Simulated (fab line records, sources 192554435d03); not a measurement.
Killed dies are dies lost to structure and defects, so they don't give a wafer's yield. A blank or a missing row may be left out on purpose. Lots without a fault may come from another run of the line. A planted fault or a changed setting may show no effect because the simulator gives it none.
Chamber matching | flow n5_finfet | N5_BEOL_M0_CUTY_DESCUM_61 on rie_diel-03: 4 sister chambers
The step chemistry O2, time 7.9 s. 14 wafers are shown with their chamber, then 7 later ones without.

WAFERS WITH THEIR CHAMBER
wafer  | chamber | showerhead_plenum_p_Torr (Torr) | drypump_motor_current_A (A) | rf_vpp_V (V)
L539.3 | 0       | 2.08                            | 5.6                         | 244.5
L539.4 | 0       | 2.08                            | 5.6                         | 243.0
L539.5 | 1       | 2.14                            | 5.9                         | 245.1
L544.2 | 0       | 2.08                            | 5.6                         | 243.0
L544.4 | 2       | 1.93                            | 6.2                         | 238.8
L544.6 | 0       | 2.08                            | 5.6                         | 241.4
L543.1 | 0       | 2.08                            | 5.5                         | 242.8
L543.2 | 3       | 2.19                            | 6.2                         | 243.3
L543.5 | 0       | 2.08                            | 5.5                         | 242.5
L547.1 | 3       | 2.19                            | 6.2                         | 245.4
L547.3 | 1       | 2.14                            | 5.9                         | 245.2
L547.5 | 3       | 2.19                            | 6.1                         | 243.6
L549.1 | 0       | 2.07                            | 5.6                         | 242.8
L549.3 | 1       | 2.14                            | 5.9                         | 242.9

SIGNATURES (means of the wafers above)
reading                  | chamber 0 | chamber 1 | chamber 2 | chamber 3 | scatter within a chamber
showerhead_plenum_p_Torr | 2.0786    | 2.1400    | 1.9300    | 2.1900    | 0.00293
drypump_motor_current_A  | 5.571     | 5.900     | 6.200     | 6.167     | 0.0458
rf_vpp_V                 | 242.857   | 244.400   | 238.800   | 244.100   | 1.05
Rule: a wafer's distance from a chamber is the root of the sum, over the readings, of the square of ((its reading less the chamber's mean) divided by the reading's scatter). The wafer belongs to the nearest chamber; if the next one is less than 2 further off, it can't be placed. The scatter: the root of (the sum of the squares of (reading less its chamber's mean) over the shown wafers, divided by (wafers less chambers)).

WAFERS WITHOUT THEIR CHAMBER
wafer  | showerhead_plenum_p_Torr (Torr) | drypump_motor_current_A (A) | rf_vpp_V (V)
L549.6 | 2.07                            | 5.6                         | 243.4
L561.1 | 2.13                            | 5.9                         | 244.0
L561.2 | 1.91                            | 6.2                         | 241.1
L561.4 | 2.06                            | 5.6                         | 243.1
L562.1 | 2.18                            | 6.1                         | 243.9
L562.4 | 2.13                            | 5.9                         | 243.2
L562.6 | 1.91                            | 6.2                         | 239.1

WHICH CHAMBER EACH WENT THROUGH
wafer  | from the rows above | in truth
L549.6 | 0                   | 0
L561.1 | 1                   | 1
L561.2 | 2                   | 2
L561.4 | 0                   | 0
L562.1 | 3                   | 3
L562.4 | 1                   | 1
L562.6 | 2                   | 2
Placed correctly: 7 of 7. Can't be placed from these rows: 0. Placed wrongly: 0.
